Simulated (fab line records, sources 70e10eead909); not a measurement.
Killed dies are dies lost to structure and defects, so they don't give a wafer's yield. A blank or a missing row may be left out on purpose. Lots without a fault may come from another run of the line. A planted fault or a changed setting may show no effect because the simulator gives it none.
A struck lot beside a sound one | flow nand_harc | 13 steps out of a route of 1159
Sound: wafers L183.1, L183.3, L183.5. Struck: wafers L171.1, L171.5, L171.6. The cause comes at the end.
At each step with rows: each side's tool, then ch and its chambers, then its first start. Under that, the readings that differ: sound wafers | struck wafers | difference of the means | sigmas: that difference in standard deviations of wafers without a fault.
alike: readings whose means differ by less than 2 such deviations, and words and numbers that are the same on both sides. not compared: withheld readings, readings that some wafer has no value for, bounds like >300 that may hide the same value, and numbers for which the record gives no deviation and whose values overlap.
The two part at a step that has a row with sigmas, a row that says differs or no value, or rows on one side only. Numbers that don't overlap but have no deviation are shown without sigmas and don't part them. A reading that every wafer of one side lacks parts them only if that side has two wafers or more.

first, 2 steps without rows for these wafers: NHARC_A_SOURCE_PLATE_SRD_01; NHARC_A_SOURCE_PLATE_OXIDE_02 (material SiO2, target thk 10 nm, ox time 1362 s).
NHARC_A_SOURCE_PLATE_THK_MEAS_09: measures by ellipsometry.
  sound on film_metro-02, day 11 21:43; struck on film_metro-02, day 9 05:08
  alike: thk_nm
then, 3 steps without rows for these wafers: NHARC_A_SOURCE_PLATE_PVD_04 (deposits WSi2, target thk 50 nm); NHARC_A_SOURCE_PLATE_CVD_03 (deposits poly-Si, target thk 200 nm, time 4000 s); NHARC_A_SOURCE_PLATE_ANNEAL_05 (time 1800 s).
NHARC_A_SOURCE_PLATE_THK_MEAS_06: measures by ellipsometry.
  sound on film_metro-02, day 12 10:50; struck on film_metro-01, day 9 15:54
  alike: thk_nm
NHARC_A_SOURCE_PLATE_INSPECT_08:
  sound on defect_inspect-01, day 12 10:55; struck on defect_inspect-01, day 9 16:00
  alike: raw_defect_count
then, 1 step without rows for these wafers: NHARC_A_ONON_D1_DEP_00 (target thk 1000 nm).
NHARC_A_ONON_D1_THK_MEAS_02: measures by ellipsometry.
  sound on film_metro-01, day 12 11:29; struck on film_metro-02, day 9 16:46
  alike: thk_nm
NHARC_A_ONON_D1_DEP_03: target thk 1000 nm.
  sound on pecvd_onon-01 ch 0, day 12 11:32; struck on pecvd_onon-01 ch 0, day 9 16:49
  alike: n2o_flow_sccm, susceptor_temp_C
NHARC_A_ONON_D1_THK_MEAS_05: measures by ellipsometry.
  sound on film_metro-01, day 12 12:03; struck on film_metro-02, day 9 17:31
  reading     | sound       | struck         | difference | sigmas
  thk_nm (nm) | 996 994 993 | 1562 1561 1561 | +567       | +57
  not compared: hold
NHARC_END_SORT_01:
  the record has rows for the sound wafers here (prober-02 ch 0, day 25 04:46) and none for the struck ones

WHERE THEY PART
First at NHARC_A_ONON_D1_THK_MEAS_05; last, within this record, at NHARC_END_SORT_01.

WHY: what the simulator had put in
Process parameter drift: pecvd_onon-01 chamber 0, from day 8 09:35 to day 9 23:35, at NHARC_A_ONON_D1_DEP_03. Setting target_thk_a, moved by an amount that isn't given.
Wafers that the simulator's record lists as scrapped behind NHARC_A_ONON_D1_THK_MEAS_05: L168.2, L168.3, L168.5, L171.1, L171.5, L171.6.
